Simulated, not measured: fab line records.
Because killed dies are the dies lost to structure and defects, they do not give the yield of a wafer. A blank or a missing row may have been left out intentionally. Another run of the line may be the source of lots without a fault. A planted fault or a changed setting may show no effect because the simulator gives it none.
A lot that was struck, set against a sound lot	flow nand harc	12 out of 1302 route steps
Sound: the wafers L349.1, L349.2, L349.6. Wafers struck: L355.1, L355.4, L355.5. Last of all comes the cause.
At each step with rows: each side's tool, then ch and its chambers, then its first start. Under that, the readings that differ: sound wafers	struck wafers	difference of the means	sigmas: that difference in standard deviations of wafers without a fault.
alike: words and numbers the same on both sides, and readings whose means are apart by under 2 such deviations; not compared: readings that were withheld, readings missing a value for some wafer, numbers with overlapping values and no deviation given by the record, and bounds like >300 which may hide the same value.
The two part at a step that has a row with sigmas, a row that says differs or no value, or rows on one side only. Numbers that have no deviation but don't overlap get no sigmas and don't part them. A reading that every wafer of one side lacks parts them only if that side has two wafers or more.

NHARC_A_CHANNEL_FILL_D1_ETCHBACK_08: etches the open film in C4F8, target depth 220 nm, time 110 s.
  sound: rie diel-09 ch 1,3; struck: rie diel-13 ch 2,3
  alike: chamber pressure mTorr, oes product au, rf vpp V
  not compared: rf hours counter h
NHARC_A_CHANNEL_FILL_D1_STRIP_29: strips in O2, time 20 s.
  sound on rie diel-09 ch 1,3; struck on rie diel-13 ch 0,3, day 13 22:49
  alike: chamber pressure mTorr, drypump motor current A, o2 flow sccm, oes product au, rf vpp V, showerhead plenum p Torr, throttle valve pct
  not compared: rf hours counter h
then, 3 steps without rows for these wafers: NHARC_A_CHANNEL_FILL_D1_PRECLEAN_30 (cleans in dHF, time 30 s); NHARC_A_CHANNEL_FILL_D1_SRD_31; NHARC_A_CHANNEL_FILL_D1_CVD_09 (deposits poly-Si, target thk 150 nm, time 3000 s).
NHARC_A_CHANNEL_FILL_D1_CMP_10: polishes, target thk 150 nm.
  sound on cmp-04 ch 0,1, day 10 20:46; struck on cmp-02 ch 1,3, day 14 04:20
reading	sound	struck	difference	sigmas
edge zone pressure frac	0.993 0.996 0.997	1.007 1.001 1.011	+0.011	+2
time to endpoint s (s)	16.0 15.4 15.7	13.2 11.1 10.5	-4.1	-2
  alike: motor current A
  not compared: pad life wafers
next, for these wafers, 1 step has no rows: NHARC_A_CHANNEL_FILL_D1_SRD_12.
NHARC_A_CHANNEL_FILL_D1_INSPECT_13:
  sound on defect inspect-02 at day 10 21:11; struck on defect inspect-02 at day 14 04:44
  alike: raw defect count
NHARC_A_DECK1_JOINT_ETCHBACK_07: etches the open film in HBr, target depth 105 nm, time 26.9 s.
  sound on rie si-05 ch 1,2,3, day 10 21:14; struck on rie si-05 ch 0,1, day 14 04:48
  alike: chamber pressure mTorr, drypump motor current A, he backside leak sccm, oes product au, throttle valve pct
  not compared: rf hours counter h
then, 1 step without rows for these wafers: NHARC_A_DECK1_JOINT_ETCH_25 (etches SiO2 in dHF, target depth 0.5 nm).
NHARC_A_DECK1_JOINT_ETCH_19: etches poly-Si in TMAH, target depth 3 nm.
  sound on wet bench-02 ch 1,4,5, day 10 21:25; struck on wet bench-01 ch 1,4,7, day 14 04:59
  no value came back on the struck wafers for bath heat duty pct (%), temp c (C); on the sound wafers bath heat duty pct (%) reads 7.0 7.1 7.8
then, 1 step without rows for these wafers: NHARC_A_DECK1_JOINT_ETCH_18 (etches SiO2 in dHF, target depth 3 nm).

WHERE THEY PART
At NHARC_A_CHANNEL_FILL_D1_CMP_10 first; at NHARC_A_DECK1_JOINT_ETCH_19 last (within this record only).

WHY: what the simulator had put in
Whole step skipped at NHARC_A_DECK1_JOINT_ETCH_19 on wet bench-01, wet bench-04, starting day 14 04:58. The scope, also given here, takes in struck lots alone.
